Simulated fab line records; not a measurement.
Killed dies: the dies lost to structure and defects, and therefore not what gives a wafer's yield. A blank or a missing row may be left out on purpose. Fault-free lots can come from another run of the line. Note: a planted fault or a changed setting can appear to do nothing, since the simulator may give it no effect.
Matching of chambers -- flow n5 finfet -- N5_MOL_CONTACT_COAG_ALD_27 on ald sin-04 has 4 sister chambers
The step deposits SiOC, target thk 17 nm, pulse time 1.5 s, time 2720 s. 16 wafers are shown with their chamber, then 8 later ones without.

WAFERS, EACH WITH ITS CHAMBER
wafer,chamber,heater power outer w (W),heater power w (W),susceptor temp C (C)
L609.1,3,565,896,399.95
L609.3,0,562,857,400.37
L609.5,1,462,822,399.94
L611.3,3,569,905,400.10
L611.5,1,471,811,400.39
L611.6,2,456,759,399.87
L613.2,2,459,744,400.03
L613.3,3,565,899,399.80
L613.6,1,464,807,400.29
L614.1,3,564,925,399.93
L614.3,1,466,814,400.15
L614.5,3,573,921,399.88
L615.1,1,466,820,400.18
L615.3,3,570,909,400.04
L615.6,1,474,823,400.18
L618.1,3,578,894,400.38

SIGNATURES, as means of the wafers listed above
reading,chamber 0,chamber 1,chamber 2,chamber 3,scatter within a chamber
heater power outer w,562.00,467.17,457.50,569.14,4.66
heater power w,857.00,816.17,751.50,907.00,10
susceptor temp C,400.3700,400.1883,399.9500,400.0114,0.169
Rule: a wafer's distance from a chamber is the root of the sum, over the readings, of the square of ((its reading less the chamber's mean) divided by the reading's scatter). If the next closest chamber is less than 2 further off than the closest, the wafer can't be placed; otherwise it belongs to the closest. The scatter: the root of (the sum of the squares of (reading less its chamber's mean) over the shown wafers, divided by (wafers less chambers)).

WAFERS WITH NO CHAMBER GIVEN
wafer,heater power outer w (W),heater power w (W),susceptor temp C (C)
L618.2,545,885,400.10
L618.4,473,752,400.17
L620.1,466,750,400.21
L620.4,465,824,399.95
L620.6,562,913,399.71
L624.1,464,754,399.90
L624.2,566,896,399.96
L624.6,553,853,400.29

THE CHAMBER EACH PASSED THROUGH
wafer,from the rows above,in truth
L618.2,can't be placed: 0 or 3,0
L618.4,2,2
L620.1,2,2
L620.4,1,1
L620.6,3,3
L624.1,2,2
L624.2,3,3
L624.6,0,0
Correct placement for 7 of the 8. Cannot be placed on the basis of these rows: 1; the candidates contain the true chamber in 1. Placed wrongly: 0.
